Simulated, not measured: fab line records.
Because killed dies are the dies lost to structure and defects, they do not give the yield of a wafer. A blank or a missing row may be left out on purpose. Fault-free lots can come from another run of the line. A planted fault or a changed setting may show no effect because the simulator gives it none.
One fault through the eyes of 2 desks || flow n5Finfet || numbers are kept per desk, each desk with only its own; the story behind them comes last

## THE TOOL OWNER'S DESK: pvdSputter-03
The tool's own readings at N5_BEOL_M3_SPUTTER_86 (material Cu, target thk 4.5 nm, time 8.29 s): means of the sampled wafers that have a number, for each lot that ran on this tool. Any lot whose mean is over 4 standard deviations away from the usual mean is out of limits and marked OUT; that distance is given in the brackets.
Columns: A = throttleValvePct at N5_BEOL_M3_SPUTTER_86, usual 29.9 %
{"lot": "L662", "first seen here": "day 8 12:22", "A": 29.4}
{"lot": "L663", "first seen here": "day 8 18:52", "A": 29.9}
{"lot": "L665", "first seen here": "day 8 21:47", "A": 29.8}
{"lot": "L667", "first seen here": "day 9 04:07", "A": 29.9}
{"lot": "L668", "first seen here": "day 9 05:57", "A": 30.0}
{"lot": "L673", "first seen here": "day 11 07:52", "A": 29.8}
This desk found nothing out of limits on any of the 6 lots.

## AT THE METROLOGY DESK
What the gauges read, lot by lot, whatever tool the lot ran on: means of the sampled wafers that have a number. Any lot whose mean is over 4 standard deviations away from the usual mean is out of limits and marked OUT; that distance is given in the brackets. Readings shown: 7 of its 12, picked as those furthest out on some lot.
Columns: A = DIBL_N at N5_BEOL_M4_RC_MEAS_101, usual 36.4 mV/V; B = IOFF_P at N5_BEOL_M4_RC_MEAS_101, usual 0.21 nA/um; C = ION_N at N5_BEOL_M4_RC_MEAS_101, usual 676 uA/um; D = ION_P at N5_BEOL_M4_RC_MEAS_101, usual 465 uA/um; E = SS_N at N5_BEOL_M4_RC_MEAS_101, usual 71.5 mV/dec; F = VT_N at N5_BEOL_M4_RC_MEAS_101, usual 249.8 mV; G = VT_P at N5_BEOL_M4_RC_MEAS_101, usual -250 mV
{"lot": "L662", "first seen here": "day 9 10:20", "A": 38.1, "B": 0.23, "C": 673, "D": 457, "E": 72.5, "F": 247.5, "G": -251}
{"lot": "L664", "first seen here": "day 9 10:26", "A": 37.0, "B": 0.24, "C": 697, "D": 483, "E": 71.3, "F": 246.5, "G": -246}
{"lot": "L663", "first seen here": "day 9 11:25", "A": 34.2, "B": 0.20, "C": 658, "D": 460, "E": 71.3, "F": 251.8, "G": -249}
{"lot": "L665", "first seen here": "day 9 17:47", "A": 36.8, "B": 0.18, "C": 657, "D": 445, "E": 71.2, "F": 251.6, "G": -255}
{"lot": "L667", "first seen here": "day 10 10:10", "A": 35.1, "B": 0.19, "C": 667, "D": 465, "E": 70.7, "F": 253.2, "G": -249}
{"lot": "L668", "first seen here": "day 10 17:08", "A": 38.0, "B": 0.22, "C": 689, "D": 472, "E": 70.7, "F": 249.8, "G": -247}
{"lot": "L669", "first seen here": "day 10 17:44", "A": 36.9, "B": 0.24, "C": 673, "D": 470, "E": 71.2, "F": 249.7, "G": -248}
{"lot": "L673", "first seen here": "day 11 21:34", "A": 39.5, "B": 0.27, "C": 701, "D": 479, "E": 71.5, "F": 244.9, "G": -245}
{"lot": "L676", "first seen here": "day 12 18:08", "A": 36.5, "B": 0.22, "C": 678, "D": 462, "E": 71.6, "F": 245.7, "G": -251}
{"lot": "L675", "first seen here": "day 12 22:19", "A": 36.2, "B": 0.20, "C": 673, "D": 456, "E": 71.7, "F": 250.9, "G": -253}
This desk found nothing out of limits on any of the 10 lots.

## TAKEN TOGETHER
The tool owner's desk saw nothing out of limits.
At the metrology desk, nothing out of limits was observed.

## WHAT THE SIMULATOR HAD INSERTED
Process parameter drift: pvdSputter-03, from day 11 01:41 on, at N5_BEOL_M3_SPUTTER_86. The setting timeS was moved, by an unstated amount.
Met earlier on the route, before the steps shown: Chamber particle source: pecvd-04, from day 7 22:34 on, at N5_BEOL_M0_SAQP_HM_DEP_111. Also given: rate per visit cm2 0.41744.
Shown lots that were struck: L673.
